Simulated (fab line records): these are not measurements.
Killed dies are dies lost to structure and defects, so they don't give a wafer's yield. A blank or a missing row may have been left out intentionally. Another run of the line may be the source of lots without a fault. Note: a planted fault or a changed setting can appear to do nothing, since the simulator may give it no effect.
3 desks looking at one fault | flow n5Finfet | numbers are kept per desk, each desk with only its own; the story behind them comes last

== THE DEFECT DESK ==
For each lot, the counts of the inspections along the route, averaged over the sampled wafers that have a number. The brackets show how far a lot's mean lies from the usual mean; more than 4 standard deviations puts the lot out of limits, marked OUT.
Columns: A = rawDefectCount at N5_BEOL_M8_INSPECT_58, usual 62
lot  | first seen here | A
L418 | day 9 16:05     | 54
L421 | day 10 06:00    | 59
L420 | day 10 13:15    | 66
L422 | day 10 16:12    | 47
L423 | day 10 17:44    | 34
L424 | day 10 21:41    | 90
L425 | day 11 16:56    | 61
L434 | day 13 12:00    | 56
L436 | day 13 23:22    | 54
L435 | day 14 04:59    | 44
L438 | day 14 06:59    | 64
L439 | day 15 00:08    | 77
L440 | day 15 10:29    | 47
This desk's finding: nothing out of limits on any of the 13 lots.

== AT THE TOOL OWNER'S DESK: uvCure-03 ==
The tool's own readings at N5_BEOL_M8_CURE_75 (cures SiCOH lowk, time 120 s): means of the sampled wafers that have a number, for each lot that ran on this tool. The brackets show how far a lot's mean lies from the usual mean; more than 4 standard deviations puts the lot out of limits, marked OUT.
Columns: A = lampPowerPct at N5_BEOL_M8_CURE_75, usual 52.31 %; B = runLengthS at N5_BEOL_M8_CURE_75, usual 178.3 s; C = wafer_temp_C_max at N5_BEOL_M8_CURE_75, usual 372.1
lot  | first seen here | A     | B                | C
L418 | day 9 13:58     | 52.32 | 178.1            | 373.0
L423 | day 10 14:56    | 52.33 | 177.8            | 371.6
L424 | day 10 18:55    | 52.31 | 178.2            | 372.3
L425 | day 11 12:22    | 52.37 | 190.7 (+8.3) OUT | 373.0
L439 | day 14 22:04    | 52.27 | 178.2            | 372.7
L440 | day 15 08:04    | 52.30 | 177.9            | 371.6
Finding of this desk: L425 out of limits; the first was L425 at day 11 12:22, on runLengthS at N5_BEOL_M8_CURE_75. L418, L423, L424, L439, L440: within limits.

== METROLOGY DESK ==
What the gauges read for every lot (on any tool): the sampled wafers with a number, averaged. The brackets show how far a lot's mean lies from the usual mean; more than 4 standard deviations puts the lot out of limits, marked OUT.
Columns: A = M8_OVL at N5_BEOL_M8_OVL_MEAS_12, usual 0.3 nm
lot  | first seen here | A
L418 | day 9 10:39     | 0.5
L421 | day 9 23:04     | -0.3
L420 | day 10 08:05    | -0.2
L422 | day 10 08:21    | 0.8
L423 | day 10 11:41    | -0.9
L424 | day 10 15:33    | 1.1
L425 | day 11 10:32    | 0.8
L434 | day 13 07:35    | 0.4
L436 | day 13 18:23    | 0.8
L435 | day 13 22:59    | 0.1
L438 | day 14 01:57    | -0.1
L439 | day 14 18:26    | 0.3
L440 | day 15 05:17    | -0.9
This desk's finding: nothing out of limits on any of the 13 lots.

== TAKEN TOGETHER ==
At day 11 12:22, on L425, the tool owner's desk was in a position to raise an alarm.
Nothing out of limits was seen by the defect desk.
At the metrology desk, nothing out of limits was observed.
The defect desk has L425 on record, within its limits.
The metrology desk holds a record of L425, inside its limits.
Every lot named ran N5_BEOL_M8_CURE_75 on uvCure-03.

== WHAT WAS PUT IN BY THE SIMULATOR ==
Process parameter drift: uvCure-03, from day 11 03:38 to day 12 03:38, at N5_BEOL_M8_CURE_75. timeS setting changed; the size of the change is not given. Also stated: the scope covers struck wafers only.
Lots struck among those shown: L425.
Hours from the fault's start to each desk's first reading out of limits: the tool owner's desk, 9.
